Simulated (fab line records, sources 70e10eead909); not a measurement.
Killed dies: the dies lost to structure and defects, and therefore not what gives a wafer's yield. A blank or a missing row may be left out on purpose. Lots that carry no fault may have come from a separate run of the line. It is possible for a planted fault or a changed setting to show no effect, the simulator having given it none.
Chamber matching ; flow nandHarc ; pecvd-02 running NHARC_A_SLIT_DEP_25: 3 sister chambers
The step deposits SiO2, target thk 200 nm. 14 wafers are shown with their chamber, then 6 later ones without.

WAFERS, EACH WITH ITS CHAMBER
wafer;chamber;throttleValvePct (%);heaterPowerW (W);susceptorTempC (C)
L132.1;2;14.6;589;400.08
L132.4;2;14.9;610;400.05
L132.5;0;16.8;516;399.84
L137.2;2;14.9;648;400.15
L137.4;1;16.5;565;400.09
L137.6;2;14.9;650;400.05
L141.1;0;16.0;518;400.03
L141.3;2;14.9;740;400.09
L141.5;2;15.2;553;400.13
L142.4;0;16.5;644;400.16
L142.5;1;16.4;561;400.22
L151.2;1;16.8;563;400.09
L151.4;1;16.8;570;400.35
L151.6;2;15.3;635;400.14

SIGNATURES, as means of the wafers listed above
reading;chamber 0;chamber 1;chamber 2;scatter within a chamber
throttleValvePct;16.433;16.625;14.957;0.265
heaterPowerW;559.33;564.75;632.14;53.6
susceptorTempC;400.0100;400.1875;400.0986;0.0994
Rule: for a wafer and a chamber, the distance is found by dividing, reading by reading, the gap between the wafer's reading and the chamber's mean by the reading's scatter, squaring, summing and taking the root. The wafer belongs to the nearest chamber; if the next one is less than 2 further off, it can't be placed. The scatter is the square root of a quotient: the sum, over the shown wafers, of each reading's squared deviation from its chamber's mean, divided by wafers minus chambers.

WAFERS WITHOUT THEIR CHAMBER
wafer;throttleValvePct (%);heaterPowerW (W);susceptorTempC (C)
L153.2;16.7;555;400.37
L153.4;14.7;655;400.01
L153.6;17.0;570;399.81
L155.1;16.9;580;399.79
L155.2;15.1;615;400.09
L155.3;16.7;572;399.77

WHICH CHAMBER EACH ONE RAN IN
wafer;from the rows above;in truth
L153.2;can't be placed: 1 or 0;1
L153.4;2;2
L153.6;can't be placed: 0 or 1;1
L155.1;can't be placed: 0 or 1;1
L155.2;2;2
L155.3;can't be placed: 0 or 1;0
Correctly placed: 2 of 6. From these rows, 4 cannot be placed; in 4 the true chamber is one of the candidates. Placed wrongly: 0.
